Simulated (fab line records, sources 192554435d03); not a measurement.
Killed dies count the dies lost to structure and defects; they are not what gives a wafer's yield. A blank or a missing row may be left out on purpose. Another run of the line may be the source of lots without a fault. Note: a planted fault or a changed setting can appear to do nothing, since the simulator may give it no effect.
Matching of chambers || flow n5Finfet || 4 sister chambers for N5_HKMG_FIN_ALD_21 on aldMetal-01
The step deposits TiN, target thk 1.5 nm, pulse time 1 s, purge time 3 s. 7 wafers are shown with their chamber, then 7 later ones without.

== WAFERS WITH THEIR CHAMBER ==
{"wafer": "L075.6", "chamber": 3, "heaterPowerW (W)": 940, "susceptorTempC (C)": 400.00}
{"wafer": "L084.5", "chamber": 1, "heaterPowerW (W)": 993, "susceptorTempC (C)": 400.14}
{"wafer": "L085.3", "chamber": 2, "heaterPowerW (W)": 941, "susceptorTempC (C)": 399.60}
{"wafer": "L089.1", "chamber": 1, "heaterPowerW (W)": 987, "susceptorTempC (C)": 400.16}
{"wafer": "L089.6", "chamber": 0, "heaterPowerW (W)": 922, "susceptorTempC (C)": 399.97}
{"wafer": "L094.2", "chamber": 3, "heaterPowerW (W)": 918, "susceptorTempC (C)": 400.05}
{"wafer": "L094.3", "chamber": 0, "heaterPowerW (W)": 923, "susceptorTempC (C)": 400.31}

== WAFERS MISSING THEIR CHAMBER ==
{"wafer": "L094.5", "heaterPowerW (W)": 885, "susceptorTempC (C)": 400.25}
{"wafer": "L095.1", "heaterPowerW (W)": 932, "susceptorTempC (C)": 399.86}
{"wafer": "L095.2", "heaterPowerW (W)": 956, "susceptorTempC (C)": 399.85}
{"wafer": "L095.4", "heaterPowerW (W)": 915, "susceptorTempC (C)": 399.51}
{"wafer": "L097.2", "heaterPowerW (W)": 1011, "susceptorTempC (C)": 399.97}
{"wafer": "L097.3", "heaterPowerW (W)": 983, "susceptorTempC (C)": 400.27}
{"wafer": "L097.6", "heaterPowerW (W)": 975, "susceptorTempC (C)": 400.27}

== EACH ONE'S CHAMBER ==
{"wafer": "L094.5", "from the rows above": "can't be placed: 0 or 3", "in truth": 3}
{"wafer": "L095.1", "from the rows above": "can't be placed: 3 or 2 or 0", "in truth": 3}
{"wafer": "L095.2", "from the rows above": "can't be placed: 2 or 3 or 0 or 1", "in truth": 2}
{"wafer": "L095.4", "from the rows above": "can't be placed: 2 or 3 or 0", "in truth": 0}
{"wafer": "L097.2", "from the rows above": 1, "in truth": 1}
{"wafer": "L097.3", "from the rows above": 1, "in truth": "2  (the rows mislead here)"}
{"wafer": "L097.6", "from the rows above": 1, "in truth": 1}
Correct placement for 2 of the 7. Can't be placed from these rows: 4 (the true chamber is among the candidates in 4). Wrongly placed: 1.
How it was worked out, from the rows above alone: a wafer's distance from a chamber is the root of the sum, over the readings, of the square of ((its reading less the chamber's mean) divided by the reading's scatter). The wafer belongs to the nearest chamber; if the next one is less than 2 further off, it can't be placed. A chamber's mean is the mean of its shown wafers. How the scatter is found: for the shown wafers, subtract from each reading the mean of its chamber, square and add these, divide the total by (wafers less chambers), then take the root.
